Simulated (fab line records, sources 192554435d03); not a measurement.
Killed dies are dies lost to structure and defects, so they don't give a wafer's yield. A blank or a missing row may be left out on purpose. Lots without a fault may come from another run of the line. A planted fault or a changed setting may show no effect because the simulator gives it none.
fab line records | flow n5_finfet | part 1 of 2: steps 1 to 3 of 6
record lots=24 wafers=72 last_day=19
route steps=1938 shown DUMMY_GATE@246 SD_EPI_N@278 SD_EPI_P@303 ILD0@341
lots that met no fault: from a run of the same line without faults
start_h: hours from the record's first day to the start of the lot's first wafer shown | wait_h: hours since the lot's step before | " the same as in the row above | L1.1+2: a row that stands for several wafers | - no value, or no start given | * or withheld: withheld | < > ~ a bound
route shown NAME@n: a module of which the file shows steps, and the number in the route of the first | usual: mean/standard deviation of fault-free wafers | same: alike in all rows | chamber/n: place in a boat | sites: the reading at each site | _std_site: their standard deviation | _edge_site: outer sites' mean less inner sites' | radius_mm: how far each site lies from the wafer's centre | mask NAME#n: copy n | behind: the tool/chamber that last shaped the wafer | hold: why the lot was held/for how many hours/how that ended | device: the transistor (n, p or np) that didn't switch | end of line: the same wafers' tests at the end of the route | a step without rows: its recipe alone | killed: dies lost to structure and defects at the first sort, not the wafer's yield | map: a wafer's dies, x killed, . not, _ none there
set.NAME: the setting as run; set.NAME@STEP: as run at that earlier step | model.NAME: the simulator's own value behind a step, which no gauge read
steps of the route over a sample of lots; a table a step, a row a wafer
services: from which hour (start_h, from the record's first day; less than 0 if before it) a tool's chamber was out of use, for how many hours, and why
## steps
# step N5_DUMMY_GATE_ETCH_32
# recipe chemistry=CF4 target=SiO2 target_depth_a=35 time_s=3.9 ion_energy_ev=350 pressure_mtorr=10 icp_w=800 bias_w=400 cf4_flow_sccm=80
# usual chamber_pressure_mTorr=10.000/0.0091 drypump_motor_current_A=5.6/0.38 oes_product_au=1.002/0.021 rf_fwd_power_W=789/4.2 throttle_valve_pct=21.9/0.32
# columns lot.wafer tool chamber start_h wait_h chamber_pressure_mTorr drypump_motor_current_A oes_product_au rf_fwd_power_W rf_hours_counter_h throttle_valve_pct
L074.2 rie_si-05 1 46.49 0.1 9.992 5.8 0.996 790 148 22.0
L074.3 " 2 " " 10.009 5.3 1.032 788 77 21.2
L074.5 " 2 " " 9.989 5.3 1.021 790 - 21.2
L075.3 rie_si-02 0 54.37 0.1 9.989 5.4 0.990 783 122 21.9
L075.4 " 3 " " 10.013 6.6 1.012 798 203 22.0
L075.6 " 1 " " 10.009 5.7 1.023 791 - 22.2
L076.1 rie_si-02 0 67.71 0.1 9.992 5.5 0.987 779 122 22.0
L076.5 " 2 " " 9.998 5.7 1.033 785 - 22.3
L076.6 " 0 " " 10.011 5.5 0.988 781 - 21.9
L077.1 rie_si-06 2 74.14 0.1 10.009 5.4 0.974 788 142 21.7
L077.2 " 3 " " 9.983 5.1 1.013 789 150 21.6
L077.5 " 0 " " 10.014 5.7 1.019 793 - 21.5
L078.2 rie_si-06 1 78.01 0.1 9.988 5.5 0.967 781 175 21.8
L078.3 " 2 " " 10.000 5.4 0.964 791 142 21.7
L078.6 " 2 " " 9.994 5.4 0.957 790 - 21.7
L079.1 rie_si-05 0 81.99 0.1 9.993 5.2 0.982 791 160 21.9
L079.2 " 3 " " 10.016 5.5 0.978 786 144 21.9
L079.3 " 1 " " 10.016 5.8 0.995 790 149 22.0
L080.1 rie_si-06 3 84.74 0.1 9.997 5.1 1.005 789 150 21.6
L080.3 " 0 " " 9.997 5.7 1.004 794 107 21.4
L080.4 " 2 " " 9.998 5.4 0.967 790 142 21.7
L081.1 rie_si-05 3 89.91 0.1 10.007 5.5 0.980 791 144 21.9
L081.2 " 2 " " 10.004 5.3 1.037 789 78 21.2
L081.4 " 1 " " 10.004 5.8 1.003 785 149 22.0
L082.1 rie_si-02 3 94.44 0.1 10.002 6.6 1.011 792 0 22.1
L082.2 " 0 " " 9.997 5.5 1.002 781 123 21.9
L082.5 " 2 " " 9.978 5.7 1.031 788 - 22.3
L083.1 rie_si-05 2 103.12 0.1 9.987 5.3 1.019 787 78 21.2
L083.2 " 1 " " 10.003 5.8 1.001 789 149 22.0
L083.5 " 3 " " 9.998 5.5 0.973 793 - 21.9
L084.2 rie_si-06 0 108.34 0.1 10.007 5.8 1.010 788 108 21.4
L084.4 " 3 " " 10.000 5.0 1.016 785 150 21.6
L084.6 " 1 " " 9.998 5.4 0.974 785 - 21.8
L085.3 rie_si-05 3 115.02 0.1 9.987 5.5 0.975 791 145 21.9
L085.5 " 3 " " 10.009 5.5 0.979 791 - 21.9
L085.6 " 2 " " 10.003 5.3 1.032 786 - 21.2
L086.1 rie_si-02 3 121.47 0.1 9.996 6.6 1.009 794 1 22.1
L086.2 " 1 " " 10.007 5.8 1.014 792 95 22.2
L086.4 " 3 " " 9.995 6.6 1.012 795 - 22.1
L087.4 rie_si-05 3 125.99 0.1 10.006 5.5 0.978 792 145 21.9
L087.5 " 3 " " 9.980 5.5 0.980 790 - 21.9
L087.6 " 2 " " 10.006 5.3 1.035 787 - 21.1
L088.1 rie_si-02 3 131.38 0.1 10.012 6.6 0.997 795 1 22.1
L088.2 " 2 " " 10.005 5.7 1.027 790 67 22.3
L088.4 " 0 " " 9.999 5.5 0.998 779 123 22.0
L089.1 rie_si-06 3 138.22 0.1 10.008 5.0 1.012 788 151 21.6
L089.3 " 2 " " 10.009 5.4 0.964 793 143 21.7
L089.5 " 0 " " 10.001 5.7 1.009 792 - 21.5
L090.1 rie_si-02 0 143.28 0.1 9.994 5.5 0.985 780 123 21.9
L090.2 " 1 " " 9.996 5.7 1.013 789 95 22.3
L090.4 " 2 " " 9.990 5.7 1.012 787 67 22.3
L091.1 rie_si-02 3 149.82 0.1 9.994 6.6 1.000 795 1 22.1
L091.3 " 1 " " 10.006 5.7 1.013 793 95 22.2
L091.6 " 2 " " 10.003 5.7 1.031 788 - 22.3
L092.3 rie_si-06 0 159.95 0.1 10.007 5.8 1.007 792 109 21.5
L092.4 " 2 " " 10.003 5.4 0.962 790 144 21.7
L092.5 " 3 " " 10.003 5.0 1.027 789 - 21.6
L093.1 rie_si-02 2 164.78 0.1 9.995 5.7 1.030 789 68 22.3
L093.3 " 1 " " 9.993 5.8 1.022 787 96 22.3
L093.5 " 0 " " 10.001 5.5 0.998 779 - 22.0
L094.1 rie_si-06 2 167.70 0.1 9.980 5.4 0.976 792 144 21.7
L094.2 " 0 " " 10.010 5.7 1.017 787 109 21.5
L094.5 " 3 " " 9.988 5.1 1.021 788 - 21.6
L095.1 rie_si-05 0 173.17 0.1 10.001 5.2 0.974 787 162 21.9
L095.5 " 1 " " 10.003 5.8 1.009 790 - 22.0
L095.6 " 0 " " 9.997 5.2 0.987 790 - 21.9
L096.3 rie_si-06 0 182.25 0.1 9.996 5.7 1.001 793 109 21.5
L096.5 " 0 " " 10.002 5.7 0.999 791 - 21.5
L096.6 " 1 " " 9.994 5.4 0.983 786 - 21.8
L097.1 rie_si-02 3 188.37 0.1 10.007 6.6 1.011 797 2 22.1
L097.3 " 2 " " 9.992 5.7 1.032 785 68 22.3
L097.5 " 1 " " 9.998 5.7 1.022 794 - 22.2
# step N5_DUMMY_GATE_INSPECT_27
# recipe inspect_instrument=brightfield mode=aei
# usual raw_defect_count=342/82
# columns lot.wafer tool chamber start_h wait_h raw_defect_count
L074.2 defect_inspect-01 - 47.04 0.0 239
L074.3 " - " " 233
L074.5 " - " " 307
L075.3 defect_inspect-02 - 54.99 0.0 323
L075.4 " - " " 395
L075.6 " - " " 327
L076.1 defect_inspect-02 - 68.19 0.0 297
L076.5 " - " " 439
L076.6 " - " " 376
L077.1 defect_inspect-01 - 74.72 0.0 295
L077.2 " - " " 338
L077.5 " - " " 250
L078.2 defect_inspect-01 - 78.49 0.0 292
L078.3 " - " " 348
L078.6 " - " " 413
L079.1 defect_inspect-02 - 82.58 0.0 334
L079.2 " - " " 444
L079.3 " - " " 329
L080.1 defect_inspect-01 - 85.22 0.0 283
L080.3 " - " " 241
L080.4 " - " " 190
L081.1 defect_inspect-02 - 90.39 0.0 419
L081.2 " - " " 266
L081.4 " - " " 271
L082.1 defect_inspect-02 - 94.94 0.0 325
L082.2 " - " " 503
L082.5 " - " " 490
L083.1 defect_inspect-01 - 103.62 0.0 515
L083.2 " - " " 502
L083.5 " - " " 385
L084.2 defect_inspect-02 - 108.82 0.0 383
L084.4 " - " " 614
L084.6 " - " " 641
L085.3 defect_inspect-02 - 115.51 0.0 251
L085.5 " - " " 209
L085.6 " - " " 294
L086.1 defect_inspect-01 - 122.01 0.0 468
L086.2 " - " " 259
L086.4 " - " " 315
L087.4 defect_inspect-02 - 126.47 0.0 272
L087.5 " - " " 304
L087.6 " - " " 218
L088.1 defect_inspect-01 - 131.87 0.0 217
L088.2 " - " " 274
L088.4 " - " " 283
L089.1 defect_inspect-02 - 138.71 0.0 313
L089.3 " - " " 381
L089.5 " - " " 312
L090.1 defect_inspect-01 - 143.77 0.0 493
L090.2 " - " " 458
L090.4 " - " " 376
L091.1 defect_inspect-02 - 150.31 0.0 244
L091.3 " - " " 302
L091.6 " - " " 294
L092.3 defect_inspect-01 - 160.44 0.0 431
L092.4 " - " " 358
L092.5 " - " " 438
L093.1 defect_inspect-01 - 165.26 0.0 442
L093.3 " - " " 327
L093.5 " - " " 283
L094.1 defect_inspect-02 - 168.18 0.0 363
L094.2 " - " " 300
L094.5 " - " " 399
L095.1 defect_inspect-01 - 173.65 0.0 357
L095.5 " - " " 296
L095.6 " - " " 322
L096.3 defect_inspect-02 - 182.85 0.0 340
L096.5 " - " " 288
L096.6 " - " " 348
L097.1 defect_inspect-01 - 188.85 0.0 431
L097.3 " - " " 307
L097.5 " - " " 266
# step N5_SD_EPI_N_ETCH_45
# recipe chemistry=CH3F/O2 target=SiOCN target_depth_a=60 mask_material=SOC ion_energy_ev=60 bias_w=29 pressure_mtorr=15 source_w=410 Ar_flow_sccm=150 CH3F_flow_sccm=30 O2_flow_sccm=20
# usual chamber_pressure_mTorr=15.000/0.011 drypump_motor_current_A=5.6/0.43 oes_product_au=0.78/0.098 rf_fwd_power_W=408.4/1.2 rf_vpp_V=127.5/1.1 showerhead_plenum_p_Torr=2.01/0.06 throttle_valve_pct=23.33/0.23
# columns lot.wafer tool chamber start_h wait_h chamber_pressure_mTorr drypump_motor_current_A oes_product_au rf_fwd_power_W rf_hours_counter_h rf_vpp_V showerhead_plenum_p_Torr throttle_valve_pct
L074.2 rie_diel-04 3 48.65 0.1 14.998 6.0 0.70 408.5 220 129.8 2.04 23.42
L074.3 " 0 " " 14.990 5.8 0.74 409.0 164 129.2 2.07 23.07
L074.5 " 3 " " 15.008 5.9 0.71 409.5 - 126.9 2.04 23.45
L075.3 rie_diel-03 1 56.82 0.1 15.007 5.8 0.69 411.1 179 129.5 1.98 22.99
L075.4 " 3 " " 15.008 4.9 0.70 407.3 229 127.2 1.89 23.39
L075.6 " 0 " " 14.999 5.0 0.96 408.9 - 128.3 2.03 23.14
L076.1 rie_diel-03 0 70.12 0.1 14.984 5.0 0.94 407.7 4 127.3 2.03 23.12
L076.5 " 1 " " 14.989 5.8 0.70 408.8 - 126.9 1.98 22.99
L076.6 " 2 " " 14.982 5.2 0.75 409.1 - 126.2 1.92 23.65
L077.1 rie_diel-04 3 76.20 0.1 15.007 6.0 0.70 408.6 234 126.7 2.03 23.46
L077.2 " 0 " " 15.014 5.8 0.71 408.6 176 127.6 2.06 23.09
L077.5 " 0 " " 15.004 5.8 0.71 406.1 - 127.8 2.06 23.08
L078.2 rie_diel-04 1 80.40 0.1 15.006 5.7 0.79 408.6 146 127.7 2.01 23.50
L078.3 " 3 " " 14.980 5.9 0.69 410.6 235 126.9 2.03 23.46
L078.6 " 0 " " 15.007 5.8 0.71 408.0 - 127.9 2.06 23.06
L079.1 rie_diel-03 3 84.41 0.1 15.005 4.8 0.69 408.1 236 127.4 1.89 23.40
L079.2 " 0 " " 14.985 5.0 0.93 408.4 8 129.3 2.03 23.15
L079.3 " 1 " " 15.004 5.8 0.68 407.0 187 128.1 1.98 22.99
L080.1 rie_diel-04 3 87.16 0.1 14.988 6.0 0.69 408.7 237 129.1 2.03 23.45
L080.3 " 0 " " 14.994 5.8 0.70 407.8 179 127.8 2.06 23.08
L080.4 " 0 " " 15.002 5.8 0.72 408.2 - 129.0 2.06 23.09
L081.1 rie_diel-04 0 93.36 0.1 14.987 5.8 0.71 408.3 181 126.8 2.06 23.08
L081.2 " 1 " " 15.011 5.7 0.79 410.2 150 127.9 2.01 23.49
L081.4 " 1 " " 15.005 5.7 0.79 409.5 - 127.7 2.01 23.51
L082.1 rie_diel-03 0 97.48 0.1 15.013 5.0 0.93 408.8 12 129.5 2.02 23.15
L082.2 " 3 " " 15.015 4.9 0.69 409.9 240 126.0 1.88 23.41
L082.5 " 0 " " 14.989 5.0 0.92 409.8 - 129.0 2.03 23.17
L083.1 rie_diel-02 1 105.73 0.1 15.005 5.5 0.70 409.5 219 128.0 1.98 23.62
L083.2 " 3 " " 15.003 5.7 0.70 407.4 239 127.7 1.97 23.29
L083.5 " 3 " " 15.000 5.7 0.69 406.6 - 126.2 1.96 23.27
L084.2 rie_diel-03 1 110.43 0.1 15.007 5.8 0.68 408.7 196 127.7 1.97 23.02
L084.4 " 3 " " 14.988 4.8 0.68 407.0 243 125.2 1.88 23.41
L084.6 " 3 " " 14.990 4.8 0.69 405.8 - 126.5 1.88 23.42
L085.3 rie_diel-02 3 117.11 0.1 14.993 5.7 0.68 407.1 243 126.9 1.96 23.29
L085.5 " 3 " " 15.022 5.7 0.68 406.3 - 127.9 1.96 23.28
L085.6 " 2 " " 15.011 5.2 0.79 407.0 - 128.1 2.09 23.09
L086.1 rie_diel-02 3 123.66 0.1 14.997 5.7 0.69 409.7 245 126.2 1.96 23.28
L086.2 " 1 " " 14.998 5.5 0.70 406.8 226 127.2 1.98 23.61
L086.4 " 2 " " 14.979 5.2 0.79 407.6 100 127.8 2.09 23.07
L087.4 rie_diel-04 0 128.13 0.1 15.002 5.8 0.71 410.4 - 127.1 2.06 23.10
L087.5 " 1 " " 15.006 5.7 0.78 408.6 - 125.9 2.00 23.51
L087.6 " 2 " " 14.977 6.2 0.67 408.2 - 125.5 1.88 23.46
L088.1 rie_diel-02 3 133.48 0.1 14.989 5.7 0.68 410.0 248 127.3 1.96 23.30
L088.2 " 1 " " 15.010 5.5 0.71 409.0 228 127.5 1.98 23.62
L088.4 " 2 " " 14.991 5.2 0.79 405.9 102 127.2 2.09 23.10
L089.1 rie_diel-04 1 140.71 0.1 15.002 5.7 0.76 407.8 171 128.5 2.00 23.54
L089.3 " 3 " " 14.994 6.0 0.97 408.6 2 128.5 2.03 23.19
L089.5 " 3 " " 14.986 6.0 0.97 408.6 - 127.4 2.03 23.20
L090.1 rie_diel-02 1 147.37 0.1 14.995 5.5 0.69 408.8 234 126.1 1.97 23.64
L090.2 " 2 " " 14.999 5.2 0.78 407.0 108 127.8 2.09 23.09
L090.4 " 0 " " 14.994 6.3 0.85 408.2 - 126.8 2.02 23.61
L091.1 rie_diel-04 3 152.96 0.2 15.008 6.0 0.94 409.1 10 128.0 2.02 23.21
L091.3 " 3 " " 14.988 6.0 0.94 409.6 - 126.9 2.02 23.22
L091.6 " 3 " " 15.000 6.0 0.94 408.1 - 127.3 2.02 23.21
L092.3 rie_diel-02 0 163.24 0.1 15.023 6.3 0.84 408.5 74 127.9 2.02 23.62
L092.4 " 1 " " 15.006 5.5 0.69 409.5 241 126.6 1.97 23.63
L092.5 " 1 " " 15.008 5.5 0.69 406.3 - 126.4 1.97 23.64
L093.1 rie_diel-02 3 166.75 0.1 14.987 5.7 0.98 407.4 2 127.7 1.96 23.08
L093.3 " 2 " " 14.993 5.2 0.77 409.9 116 128.1 2.08 23.11
L093.5 " 3 " " 15.019 5.7 0.98 408.0 - 127.5 1.96 23.07
L094.1 rie_diel-02 2 169.84 0.1 14.974 5.2 0.77 408.7 118 128.0 2.08 23.10
L094.2 " 1 " " 14.987 5.5 0.69 406.2 243 127.2 1.97 23.65
L094.5 " 2 " " 15.006 5.2 0.77 411.3 - 128.6 2.08 23.12
L095.1 rie_diel-03 3 175.13 0.1 15.012 4.9 0.97 408.4 6 127.8 2.13 23.01
L095.5 " 3 " " 15.009 4.8 0.96 409.2 - 129.8 2.13 23.00
L095.6 " 0 " " 15.008 5.0 0.86 408.5 - 126.0 2.02 23.19
L096.3 rie_diel-04 2 184.45 0.1 15.017 6.2 0.96 408.2 6 128.9 2.13 23.21
L096.5 " 3 " " 14.986 6.0 0.92 407.8 - 127.2 2.02 23.21
L096.6 " 2 " " 15.017 6.2 0.95 409.7 - 130.0 2.13 23.21
L097.1 rie_diel-03 0 190.93 0.1 14.993 5.0 0.84 408.1 46 127.9 2.01 23.20
L097.3 " 2 " " 15.009 5.2 0.73 407.5 187 127.1 1.90 23.70
L097.5 " 0 " " 15.016 5.0 0.84 406.0 - 127.5 2.01 23.18
